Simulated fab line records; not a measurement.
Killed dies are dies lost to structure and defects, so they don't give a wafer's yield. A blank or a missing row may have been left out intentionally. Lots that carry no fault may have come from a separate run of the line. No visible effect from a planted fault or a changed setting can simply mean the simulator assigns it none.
Matching of chambers || flow nand-harc || rie-diel-06 running NHARC_A_CHANNEL_FILL_D1_ETCHBACK_20: 4 sister chambers
The step etches the open film in C4F8/O2/Ar, target depth 27 nm, time 13.5 s. 8 wafers are shown with their chamber, then 9 later ones without.

## EACH WAFER AND ITS CHAMBER
{"wafer": "L079.1", "chamber": 1, "rf-vpp-V (V)": 983, "oes-product-au (a.u.)": 0.92}
{"wafer": "L085.2", "chamber": 1, "rf-vpp-V (V)": 982, "oes-product-au (a.u.)": 1.01}
{"wafer": "L085.6", "chamber": 2, "rf-vpp-V (V)": 987, "oes-product-au (a.u.)": 1.00}
{"wafer": "L088.3", "chamber": 0, "rf-vpp-V (V)": 979, "oes-product-au (a.u.)": 0.98}
{"wafer": "L088.5", "chamber": 3, "rf-vpp-V (V)": 981, "oes-product-au (a.u.)": 0.97}
{"wafer": "L091.1", "chamber": 0, "rf-vpp-V (V)": 978, "oes-product-au (a.u.)": 1.01}
{"wafer": "L091.5", "chamber": 2, "rf-vpp-V (V)": 987, "oes-product-au (a.u.)": 1.00}
{"wafer": "L091.6", "chamber": 3, "rf-vpp-V (V)": 981, "oes-product-au (a.u.)": 0.99}

## WAFERS MISSING THEIR CHAMBER
{"wafer": "L092.1", "rf-vpp-V (V)": 979, "oes-product-au (a.u.)": 0.99}
{"wafer": "L092.2", "rf-vpp-V (V)": 983, "oes-product-au (a.u.)": 0.99}
{"wafer": "L092.5", "rf-vpp-V (V)": 983, "oes-product-au (a.u.)": 0.99}
{"wafer": "L093.2", "rf-vpp-V (V)": 981, "oes-product-au (a.u.)": 0.92}
{"wafer": "L093.5", "rf-vpp-V (V)": 987, "oes-product-au (a.u.)": 0.92}
{"wafer": "L093.6", "rf-vpp-V (V)": 981, "oes-product-au (a.u.)": 0.92}
{"wafer": "L095.2", "rf-vpp-V (V)": 980, "oes-product-au (a.u.)": 0.91}
{"wafer": "L095.3", "rf-vpp-V (V)": 984, "oes-product-au (a.u.)": 0.92}
{"wafer": "L095.6", "rf-vpp-V (V)": 984, "oes-product-au (a.u.)": 0.93}

## WHICH CHAMBER EACH WENT THROUGH
{"wafer": "L092.1", "from the rows above": 0, "in truth": 0}
{"wafer": "L092.2", "from the rows above": 1, "in truth": 1}
{"wafer": "L092.5", "from the rows above": 1, "in truth": 1}
{"wafer": "L093.2", "from the rows above": "can't be placed: 3 or 1", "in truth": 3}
{"wafer": "L093.5", "from the rows above": 2, "in truth": 2}
{"wafer": "L093.6", "from the rows above": "can't be placed: 3 or 1", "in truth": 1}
{"wafer": "L095.2", "from the rows above": "can't be placed: 3 or 0", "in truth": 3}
{"wafer": "L095.3", "from the rows above": 1, "in truth": 1}
{"wafer": "L095.6", "from the rows above": 1, "in truth": 1}
6 of 9 placed correctly. Unplaceable from these rows: 3, with the true chamber sitting among the candidates in 3. Wrongly placed: 0.
How it was worked out, from the rows above alone: a wafer's distance from a chamber is the root of the sum, over the readings, of the square of ((its reading less the chamber's mean) divided by the reading's scatter). The wafer belongs to the nearest chamber; if the next one is less than 2 further off, it can't be placed. A chamber's mean is the mean of its shown wafers. The scatter: the root of (the sum of the squares of (reading less its chamber's mean) over the shown wafers, divided by (wafers less chambers)).
